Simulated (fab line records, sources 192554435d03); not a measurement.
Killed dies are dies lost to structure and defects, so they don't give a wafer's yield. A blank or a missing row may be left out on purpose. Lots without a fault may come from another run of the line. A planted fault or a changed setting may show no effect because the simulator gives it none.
fab line records | flow n5_finfet | part 2 of 2: steps 20 to 28 of 28
record lots=5 wafers=15 last_day=19
route steps=1938 shown SDB@349
lots that met no fault: from a run of the same line without faults
start_h: hours from the record's first day to the start of the lot's first wafer shown | wait_h: hours since the lot's step before | " the same as in the row above | L1.1+2: a row that stands for several wafers | - no value, or no start given | * or withheld: withheld | < > ~ a bound
route shown NAME@n: a module of which the file shows steps, and the number in the route of the first | usual: mean/standard deviation of fault-free wafers | same: alike in all rows | chamber/n: place in a boat | sites: the reading at each site | _std_site: their standard deviation | _edge_site: outer sites' mean less inner sites' | radius_mm: how far each site lies from the wafer's centre | mask NAME#n: copy n | behind: the tool/chamber that last shaped the wafer | hold: why the lot was held/for how many hours/how that ended | device: the transistor (n, p or np) that didn't switch | end of line: the same wafers' tests at the end of the route | a step without rows: its recipe alone | killed: dies lost to structure and defects at the first sort, not the wafer's yield | map: a wafer's dies, x killed, . not, _ none there
set.NAME: the setting as run; set.NAME@STEP: as run at that earlier step | model.NAME: the simulator's own value behind a step, which no gauge read
lots at some steps of the route; a table a step, a row a wafer
services: from which hour (start_h, from the record's first day; less than 0 if before it) a tool's chamber was out of use, for how many hours, and why
## steps
# step N5_SDB_ETCH_25
# recipe chemistry=C4F6/O2 target=SiO2 target_depth_a=100 time_s=3.3 ion_energy_ev=250 mask_material=SiNx pressure_mtorr=30 source_w=345 bias_w=185 Ar_flow_sccm=300 C4F6_flow_sccm=10 O2_flow_sccm=10
# usual O2_flow_sccm=10.00/0.031 drypump_motor_current_A=5.7/0.38 oes_product_au=0.78/0.098 rf_vpp_V=666/15 showerhead_plenum_p_Torr=2.86/0.11 throttle_valve_pct=21.21/0.28
# columns lot.wafer tool chamber start_h wait_h O2_flow_sccm drypump_motor_current_A oes_product_au rf_hours_counter_h rf_vpp_V showerhead_plenum_p_Torr throttle_valve_pct
L074.4 rie_diel-01 0 69.61 0.1 9.94 5.1 0.84 - 675 2.99 21.02
L074.5 " 3 " " 9.98 5.7 0.71 - 645 2.71 21.80
L074.6 " 2 " " 10.00 5.5 0.94 - 681 2.90 20.90
L078.2 rie_diel-01 3 93.63 0.2 9.96 5.7 0.70 233 645 2.71 21.81
L078.4 " 3 " " 9.99 5.7 0.69 - 646 2.71 21.81
L078.5 " 1 " " 10.02 6.1 0.98 - 685 2.92 20.96
L089.2 rie_diel-01 2 156.27 1.2 9.96 5.5 0.89 35 683 2.89 20.93
L089.3 " 0 " " 10.07 5.1 0.79 93 675 2.97 21.07
L089.4 " 3 " " 10.03 5.7 0.96 1 656 3.04 21.49
L090.3 rie_diel-01 0 163.11 0.4 9.99 5.2 0.79 96 674 2.97 21.08
L090.4 " 1 " " 9.98 6.1 0.90 34 684 2.91 21.00
L090.6 " 0 " " 9.99 5.2 0.79 - 675 2.97 21.07
L097.2 rie_diel-01 0 208.20 0.0 9.98 5.2 0.78 111 675 2.96 21.11
L097.4 " 1 " " 10.00 6.1 0.88 48 682 2.90 21.01
L097.5 " 3 " " 10.04 5.7 0.90 - 655 3.03 21.50
# step N5_SDB_CUT_ETCH_26
# recipe chemistry=HBr/Cl2/O2 target=Si target_depth_a=1296 bt_time_s=20 mask_material=SiNx time_s=51.8 ion_energy_ev=* bias_w=* pressure_mtorr=10 icp_w=800 HBr_flow_sccm=150 Cl2_flow_sccm=80 O2_flow_sccm=12
# usual O2_flow_sccm=12.01/0.036 drypump_motor_current_A=5.5/0.56 oes_product_au=1.001/0.018 throttle_valve_pct=37.0/0.31
# columns lot.wafer tool chamber start_h wait_h O2_flow_sccm drypump_motor_current_A oes_product_au rf_hours_counter_h throttle_valve_pct
L074.4 rie_si-01 3 69.66 0.0 11.98 5.6 0.993 62 37.5
L074.5 " 3 " " 12.01 5.6 0.992 - 37.5
L074.6 " 0 " " 12.00 5.0 1.003 - 36.9
L078.2 rie_si-01 0 93.71 0.1 12.01 5.0 1.009 5 36.9
L078.4 " 1 " " 12.04 5.0 1.032 51 36.6
L078.5 " 2 " " 12.02 5.2 0.996 - 37.0
L089.2 rie_si-05 3 156.36 0.1 12.07 5.0 0.975 152 37.0
L089.3 " 0 " " 12.05 5.4 1.011 5 37.3
L089.4 " 2 " " 12.03 6.7 1.035 125 37.2
L090.3 rie_si-06 0 163.19 0.1 12.05 5.2 0.981 68 37.4
L090.4 " 3 " " 11.99 6.7 1.015 9 37.5
L090.6 " 2 " " 12.03 5.2 1.021 - 36.8
L097.2 rie_si-01 1 208.28 0.1 11.97 4.9 1.030 53 36.6
L097.4 " 2 " " 12.06 5.2 0.991 129 37.0
L097.5 " 3 " " 11.97 5.6 0.986 - 37.5
# step N5_SDB_PRECLEAN_38
# recipe chemistry=dHF time_s=10 dilution=750:1 temp_c=25
# columns lot.wafer tool chamber start_h wait_h
L074.4+5+6 wet_bench-01 5,2,0 69.78 0.1
L078.2+4+5 wet_bench-04 4,7,2 93.83 0.1
L089.2+3+4 wet_bench-06 5,4,0 156.47 0.1
L090.3+4+6 wet_bench-01 4,1,0 163.31 0.1
L097.2+4+5 wet_bench-04 1,3,4 208.40 0.1
# step N5_SDB_PRECLEAN_39
# recipe chemistry=O3/DIW time_s=45 temp_c=22 o3_ppm=10
# columns lot.wafer tool chamber start_h wait_h
L074.4+5+6 wet_bench-01 5,2,0 69.79 0.0
L078.2+4+5 wet_bench-04 4,7,2 93.83 0.0
L089.2+3+4 wet_bench-06 5,4,0 156.48 0.0
L090.3+4+6 wet_bench-01 4,1,0 163.32 0.0
L097.2+4+5 wet_bench-04 1,3,4 208.40 0.0
# step N5_SDB_SRD_28
# recipe dry=ipa_marangoni time_s=30 temp_c=23 rinse_liquid=diw
# columns lot.wafer tool chamber start_h wait_h
L074.4+5+6 wet_bench-01 5,2,0 69.80 0.0
L078.2+4+5 wet_bench-04 4,7,2 93.85 0.0
L089.2+3+4 wet_bench-06 5,4,0 156.49 0.0
L090.3+4+6 wet_bench-01 4,1,0 163.33 0.0
L097.2+4+5 wet_bench-04 1,3,4 208.42 0.0
# step N5_SDB_ALD_29
# recipe material=SiNx target_thk_a=300 temp_c=400 ald_precursor_family=SiH2I2 ald_co_reactant=N2/H2-plasma pulse_time_s=1 ald_cycles=600 purge_time_s=2 co_reactant_purge_time_s=2 pressure_torr=2
# usual heater_power_w=857/76 precursor_pulse_height_rel=0.999/0.02
# same co_reactant_purge_time_s=2
# columns lot.wafer tool chamber start_h wait_h heater_power_w precursor_pulse_height_rel
L074.4 ald_sin-01 1 70.03 0.2 822 0.981
L074.5 " 2 71.39 1.6 855 0.984
L074.6 " 1 " " 841 0.977
L078.2 ald_sin-03 2 93.93 0.1 864 1.010
L078.4 " 3 " " 777 1.005
L078.5 " 0 95.28 1.4 763 0.980
L089.2 ald_sin-03 1 156.54 0.0 887 0.975
L089.3 " 2 " " 871 1.041
L089.4 " 0 " " 773 1.005
L090.3 ald_sin-03 2 163.38 0.0 870 0.979
L090.4 " 1 " " 898 1.009
L090.6 " 3 164.73 1.4 779 0.995
L097.2 ald_sin-03 2 208.52 0.1 846 1.001
L097.4 " 3 " " 800 1.003
L097.5 " 1 209.88 1.4 905 1.008
# step N5_SDB_CMP_30
# recipe stop_on=poly-Si t_overpolish_s=1.54 post_cmp_clean=alkaline_brush down_force_psi=4.1491 platen_rpm=51.796 pad_velocity_m_s=1.0306 target_thk_nm=30
# usual motor_current_A=12.7/1.2 overpolish_run_s=1.539/0.0085 slurry_filter_dp_kPa=13.50/0.14 slurry_flow_ml_min=150.0/0.45 time_to_endpoint_s=17.2/2.4
# columns lot.wafer tool chamber start_h wait_h motor_current_A overpolish_run_s slurry_filter_dp_kPa slurry_flow_ml_min time_to_endpoint_s
L074.4 cmp-02 1 72.88 1.5 11.5 1.523 13.53 149.8 19.9
L074.6 " 2 " " 12.3 1.535 13.66 150.5 18.2
L074.5 " 3 " " 14.2 1.528 13.46 149.8 18.2
L078.2 cmp-01 2 96.74 1.5 13.2 1.538 13.77 150.2 12.5
L078.4 " 3 " " 12.7 1.530 13.37 150.7 17.9
L078.5 " 1 " " 12.5 1.543 13.52 149.8 10.9
L089.2 cmp-01 1 159.27 1.4 12.5 1.538 13.47 149.9 13.9
L089.4 " 3 " " 13.4 1.538 13.54 149.0 17.8
L089.3 " 0 " " 13.0 1.540 13.48 149.7 19.7
L090.3 cmp-01 3 166.11 1.4 12.8 1.534 13.45 149.7 18.2
L090.4 " 2 " " 13.4 1.530 13.57 149.5 18.2
L090.6 " 3 " " 12.9 1.547 13.63 150.1 18.2
L097.2 cmp-01 0 211.26 1.4 13.4 1.533 13.46 149.5 17.5
L097.4 " 2 " " 13.1 1.544 13.62 148.9 20.0
L097.5 " 1 " " 12.0 1.554 13.42 149.9 18.8
# step N5_SDB_THK_MEAS_31
# recipe reads=a-Si_of_DUMMY_GATE_CVD_03
# usual SDB_THK=64.2/1.1
# columns lot.wafer tool chamber start_h wait_h SDB_THK[nm]
L074.4 film_metro-01 - 73.06 - 63.8
L074.5 " - " " 63.1
L074.6 " - " " 64.0
L078.2 film_metro-02 - 96.96 - 62.9
L078.4 " - " " 64.2
L078.5 " - " " 61.7
L089.2 film_metro-01 - 159.57 - 63.2
L089.3 " - " " 63.9
L089.4 " - " " 62.9
L090.3 film_metro-02 - 166.41 - 65.1
L090.4 " - " " 64.9
L090.6 " - " " 64.5
L097.2 film_metro-02 - 211.55 - 64.9
L097.4 " - " " 64.6
L097.5 " - " " 65.0
# step N5_SDB_INSPECT_36
# recipe inspect_instrument=darkfield mode=post_cmp
# usual raw_defect_count=35/17
# columns lot.wafer tool chamber start_h wait_h raw_defect_count
L074.4 defect_inspect-01 - 73.09 0.0 23
L074.5 " - " " 20
L074.6 " - " " 26
L078.2 defect_inspect-01 - 96.98 0.0 20
L078.4 " - " " 38
L078.5 " - " " 24
L089.2 defect_inspect-01 - 159.59 0.0 18
L089.3 " - " " 25
L089.4 " - " " 45
L090.3 defect_inspect-01 - 166.43 0.0 39
L090.4 " - " " 60
L090.6 " - " " 29
L097.2 defect_inspect-01 - 211.58 0.0 35
L097.4 " - " " 23
L097.5 " - " " 28
## services
# columns tool chamber start_h hours kind
rie_si-06 3 48.59 5.4 repair
cmp-02 - 52.52 0.4 repair
rie_diel-01 1 59.08 2.7 repair
rie_diel-03 3 60.64 132.0 repair
cmp-01 - 62.56 5.0 pm
arfi_scanner-01 - 78.91 1.0 pm
rie_diel-01 2 79.65 27.8 repair
plasma_asher-01 - 82.60 2.8 pm
plasma_asher-01 - 112.36 0.9 repair
rie_si-01 1 116.59 5.4 repair
ald_sin-03 1 116.87 3.1 repair
ald_sin-03 2 117.68 11.0 repair
arfi_scanner-01 - 119.02 0.8 pm
arfi_scanner-01 - 128.20 5.0 repair
rie_diel-05 - 147.61 14.6 pm
arfi_scanner-01 - 155.11 2.6 repair
arfi_scanner-01 - 165.48 1.3 pm
rie_diel-05 0 175.21 1.2 repair
ald_sin-03 - 176.75 14.0 pm
cmp-01 - 176.83 2.5 repair
arfi_scanner-01 - 187.19 4.9 pm
cmp-01 - 191.02 2.7 repair
arfi_scanner-01 - 209.21 10.0 repair
rie_si-01 2 210.69 13.1 repair
